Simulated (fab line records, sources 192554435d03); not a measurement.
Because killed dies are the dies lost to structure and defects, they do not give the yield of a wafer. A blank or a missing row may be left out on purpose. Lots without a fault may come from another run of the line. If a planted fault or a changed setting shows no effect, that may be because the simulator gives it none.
Split-lot study ; flow n5Finfet ; 21 wafers read across 7 lots, on a route 1938 steps long

== ABOUT THE SPLIT ==
At N5_SD_EPI_P_PEB_07 (peb time 60 s), the setting pebTimeS was moved away from the recipe's 60 s on 7 of the 21 wafers read, by -15.5% to +22.0%. The other wafers ran this setting at the recipe's value.

== THE PATH FROM SPLIT TO READING: the file shows 1 step between them ==
- N5_SD_EPI_P_DEVELOP_08: develop time 30 s

== THE READING ==
cdNm, in nm, at N5_SD_EPI_P_CD_MEAS_09 (target cd 240 nm). On this fab line, fault-free wafers typically give 239.7 nm with a standard deviation of 0.61 nm.

wafer;tool, chamber at the split;pebTimeS as run, s;against the recipe;cdNm, nm;against lot-mates on the recipe
L074.3;lithoTrack-04, 0;50.67;-15.5%;234.0;-6.1
L074.4;lithoTrack-04, 0;60;recipe;240.1;-
L074.6;lithoTrack-04, 0;50.67;-15.5%;233.8;-6.3
L075.2;lithoTrack-01, 0;60;recipe;238.1;-
L075.3;lithoTrack-01, 0;60;recipe;238.1;-
L075.5;lithoTrack-01, 0;60;recipe;238.9;-
L083.2;lithoTrack-01, 0;73.2;+22.0%;245.7;+6.4
L083.3;lithoTrack-01, 0;73.2;+22.0%;245.9;+6.6
L083.4;lithoTrack-01, 0;60;recipe;239.3;-
L088.2;lithoTrack-04, 0;60;recipe;240.2;-
L088.3;lithoTrack-04, 0;60;recipe;239.6;-
L088.5;lithoTrack-04, 0;60;recipe;239.2;-
L091.3;lithoTrack-04, 0;60;recipe;238.7;-
L091.4;lithoTrack-04, 0;60;recipe;240.0;-
L091.5;lithoTrack-04, 0;64.03;+6.7%;241.2;+1.8
L096.1;lithoTrack-02, 0;60;recipe;240.5;-
L096.2;lithoTrack-02, 0;60;recipe;240.5;-
L096.3;lithoTrack-02, 0;60;recipe;240.2;-
L097.2;lithoTrack-02, 0;68.53;+14.2%;244.7;+4.7
L097.3;lithoTrack-02, 0;68.53;+14.2%;244.9;+4.9
L097.4;lithoTrack-02, 0;60;recipe;240.0;-

THE FIT
A straight line over all 21 wafers: cdNm changes by +0.325 nm for each +1% of pebTimeS; r = +0.97; the points scatter about the line by 0.8 nm.
The same after taking each lot's own level away (the mean of its wafers on the recipe; 21 wafers): +0.335 nm for each +1%; r = +0.99; scatter 0.5 nm.
On that fit, the largest move of pebTimeS shifts the reading by 7.4 nm.
The lots' own levels span 238.37 to 240.40 nm, that is 3.3 times the standard deviation above.
So the lot-to-lot level changes the slope little: the two slopes agree.
Check: with one of the wafers moved furthest among these (+22.0%) left out of the fit, the line predicts +7.46 nm for it against its lot-mates. Against them it came out at +6.4 nm.

== FURTHER SPLITS ON THESE WAFERS ==
Note: prior to the reading, these wafers also went through further splits. Each is held against what the fit with the lots' levels taken away leaves over:
other split on the same wafers;wafers away from the commonest value;r with cdNm (lot level and that fit taken away)
N5_DUMMY_GATE_EXPOSE_12 doseMj;3;+0.04
N5_SD_EPI_N_ETCH_45 targetDepthA;9;+0.16
N5_SD_EPI_N_EPI_21 tempC;6;-0.14

== THE WHOLE CHAIN: every reading that the file lists as answering this split, in the file's order ==
step;what it does;reading;change (the file's fit);r (the file's)
N5_SD_EPI_P_CD_MEAS_09;target cd 240 nm;cdNm;+0.329 nm for each +1% of the setting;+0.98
N5_SD_EPI_P_DESCUM_14;chemistry O2, time 7.9 s;SD_EPI_P.cdNm (the simulator's own value, which no gauge read);+0.332 nm for each +1% of the setting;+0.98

== THE FILE'S OWN FIT ==
cdNm changes by +0.329 nm for each +1% of pebTimeS, r = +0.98.
